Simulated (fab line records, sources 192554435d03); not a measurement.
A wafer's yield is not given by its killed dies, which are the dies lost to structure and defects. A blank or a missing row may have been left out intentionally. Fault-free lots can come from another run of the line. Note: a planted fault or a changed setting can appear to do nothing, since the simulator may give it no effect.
Matching of chambers -- flow n5_finfet -- N5_MIM_BOT_LITHO_DESCUM_10 on rie_diel-02 has 4 sister chambers
The step chemistry O2, time 7.9 s. 8 wafers are shown with their chamber, then 7 later ones without.

== WAFERS, EACH WITH ITS CHAMBER ==
wafer,chamber,showerhead_plenum_p_Torr (Torr),drypump_motor_current_A (A)
L785.2,1,2.15,6.1
L791.5,0,2.02,5.7
L791.6,3,2.08,5.8
L792.1,1,2.14,6.0
L792.3,3,2.08,5.8
L792.5,2,2.23,5.3
L801.1,2,2.22,5.3
L801.2,0,2.01,5.6

== WAFERS WHOSE CHAMBER IS MISSING ==
wafer,showerhead_plenum_p_Torr (Torr),drypump_motor_current_A (A)
L801.6,2.13,6.0
L804.3,2.07,5.8
L804.4,2.01,5.7
L804.6,2.01,5.7
L805.2,2.01,5.7
L805.3,2.22,5.3
L805.5,2.01,5.7

== WHICH CHAMBER EACH ONE RAN IN ==
wafer,from the rows above,in truth
L801.6,1,1
L804.3,3,3
L804.4,0,0
L804.6,0,0
L805.2,0,0
L805.3,2,2
L805.5,0,0
Placed correctly: 7 of 7. Left unplaced by these rows: 0. Number placed wrongly: 0.
How it was worked out, from the rows above alone: a wafer's distance from a chamber is the root of the sum, over the readings, of the square of ((its reading less the chamber's mean) divided by the reading's scatter). If the next closest chamber is less than 2 further off than the closest, the wafer can't be placed; otherwise it belongs to the closest. Each chamber's mean is taken over the wafers shown for it. The scatter: take each reading less its chamber's mean, square it, sum over the shown wafers, divide by the number of wafers less the number of chambers, and take the root.
